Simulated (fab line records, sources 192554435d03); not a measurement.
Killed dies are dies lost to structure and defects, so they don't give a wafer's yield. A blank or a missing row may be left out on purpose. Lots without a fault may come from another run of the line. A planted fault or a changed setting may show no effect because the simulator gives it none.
Split-lot experiment | flow n5_finfet | 7 lots, 21 wafers read, on a route of 1938 steps

THE SPLIT
At N5_BEOL_M15_COAT_58 (time 60 s, resist thk 89 nm), the setting spin_rpm was moved away from the recipe's 1500 rpm on 9 of the 21 wafers read, by -7.2% to +6.7%. The other wafers ran this setting at the recipe's value.

FROM THE SPLIT TO THE READING: what the file shows between them, 6 steps
- N5_BEOL_M15_EXPOSE_07: exposes mask V14 (also split here: dose_mj)
- N5_BEOL_M15_PEB_08: peb time 90 s
- N5_BEOL_M15_DEVELOP_09: develop time 45 s
- N5_BEOL_M15_HARDBAKE_14: time 120 s
- N5_BEOL_M15_CD_MEAS_10: target cd 360 nm
- N5_BEOL_M15_DESCUM_15: chemistry O2, time 7.9 s

THE READING
etch.depth_nm (the simulator's own value, which no gauge read), in nm, at N5_BEOL_M15_ETCH_59 (etches BARC in N2/H2, target depth 89 nm, overetch 26.7 nm, time 67.9 s). The file gives no usual value for it. The 12 wafers here that ran the recipe average 89.08 nm, standard deviation 0.25 nm.

wafer  | tool, chamber at the split | spin_rpm as run, rpm | against the recipe | etch.depth_nm, nm | against lot-mates on the recipe
L074.3 | litho_track-02, 0          | 1592                 | +6.1%              | 86.69             | no lot-mate on the recipe
L074.4 | litho_track-02, 0          | 1592                 | +6.1%              | 86.79             | no lot-mate on the recipe
L074.6 | litho_track-02, 0          | 1592                 | +6.1%              | 86.81             | no lot-mate on the recipe
L075.3 | litho_track-04, 0          | 1500                 | recipe             | 88.85             | -
L075.6 | litho_track-04, 0          | 1500                 | recipe             | 88.85             | -
L075.4 | litho_track-04, 0          | 1500                 | recipe             | 88.67             | -
L082.2 | litho_track-05, 0          | 1500                 | recipe             | 89.07             | -
L082.3 | litho_track-05, 0          | 1500                 | recipe             | 88.96             | -
L082.5 | litho_track-05, 0          | 1500                 | recipe             | 88.96             | -
L083.1 | litho_track-04, 0          | 1500                 | recipe             | 89.05             | -
L083.5 | litho_track-04, 0          | 1500                 | recipe             | 89.43             | -
L083.6 | litho_track-04, 0          | 1500                 | recipe             | 89.12             | -
L087.3 | litho_track-05, 0          | 1500                 | recipe             | 89.06             | -
L087.4 | litho_track-05, 0          | 1392                 | -7.2%              | 92.73             | +3.67
L087.6 | litho_track-05, 0          | 1392                 | -7.2%              | 92.5              | +3.44
L092.4 | litho_track-05, 0          | 1600                 | +6.7%              | 86.52             | -3.04
L092.5 | litho_track-05, 0          | 1500                 | recipe             | 89.56             | -
L092.6 | litho_track-05, 0          | 1600                 | +6.7%              | 86.53             | -3.03
L091.2 | litho_track-02, 0          | 1500                 | recipe             | 89.41             | -
L091.4 | litho_track-02, 0          | 1407                 | -6.2%              | 92.1              | +2.69
L091.6 | litho_track-02, 0          | 1407                 | -6.2%              | 92.12             | +2.71

THE FIT
A straight line over all 21 wafers: etch.depth_nm changes by -0.434 nm for each +1% of spin_rpm; r = -0.99; the points scatter about the line by 0.28 nm.
The same after taking each lot's own level away (the mean of its wafers on the recipe; 18 wafers): -0.464 nm for each +1%; r = -1.00; scatter 0.14 nm.
On that fit, the largest move of spin_rpm shifts the reading by 3.3 nm.
The lots' own levels span 88.790 to 89.560 nm, that is 3.0 times the standard deviation above.
So the lot-to-lot level changes the slope little: the two slopes agree.
Check: with one of the wafers moved furthest among these (-7.2%) left out of the fit, the line predicts +3.26 nm for it against its lot-mates. It came out at +3.67 nm against them.

OTHER SPLITS ON THESE WAFERS
These wafers also went through other splits before the reading. Each is held against what the fit with the lots' levels taken away leaves over:
other split on the same wafers    | wafers away from the commonest value | r with etch.depth_nm (lot level and that fit taken away)
N5_BEOL_M10_COAT_22 spin_rpm      | 10                                   | +0.35
N5_BEOL_M10_VIA_ETCH_34 bias_w    | 9                                    | -0.16
N5_BEOL_M10_TRENCH_ETCH_37 bias_w | 9                                    | +0.07
N5_BEOL_M12_COAT_04 spin_rpm      | 6                                    | -0.33
N5_BEOL_M13_ETCH_59 time_s        | 6                                    | +0.04
N5_BEOL_M13_COAT_65 spin_rpm      | 5                                    | +0.19
N5_BEOL_M13_SPUTTER_43 time_s     | 7                                    | -0.15
N5_BEOL_M13_DEP_53 time_s         | 6                                    | +0.14
N5_BEOL_M15_EXPOSE_07 dose_mj     | 5                                    | -0.11

THE WHOLE CHAIN: every reading that the file lists as answering this split, in the file's order
step                | what it does                                                            | reading                                                                          | change (the file's fit)               | r (the file's)
N5_BEOL_M15_COAT_58 | time 60 s, resist thk 89 nm                                             | BARC_of_BEOL_M15_COAT_58.thk_nm (the simulator's own value, which no gauge read) | -0.47 nm for each +1% of the setting  | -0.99
N5_BEOL_M15_ETCH_59 | etches BARC in N2/H2, target depth 89 nm, overetch 26.7 nm, time 67.9 s | etch.depth_nm (the simulator's own value, which no gauge read)                   | -0.464 nm for each +1% of the setting | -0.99

THE FILE'S OWN FIT
etch.depth_nm changes by -0.464 nm for each +1% of spin_rpm, r = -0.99.
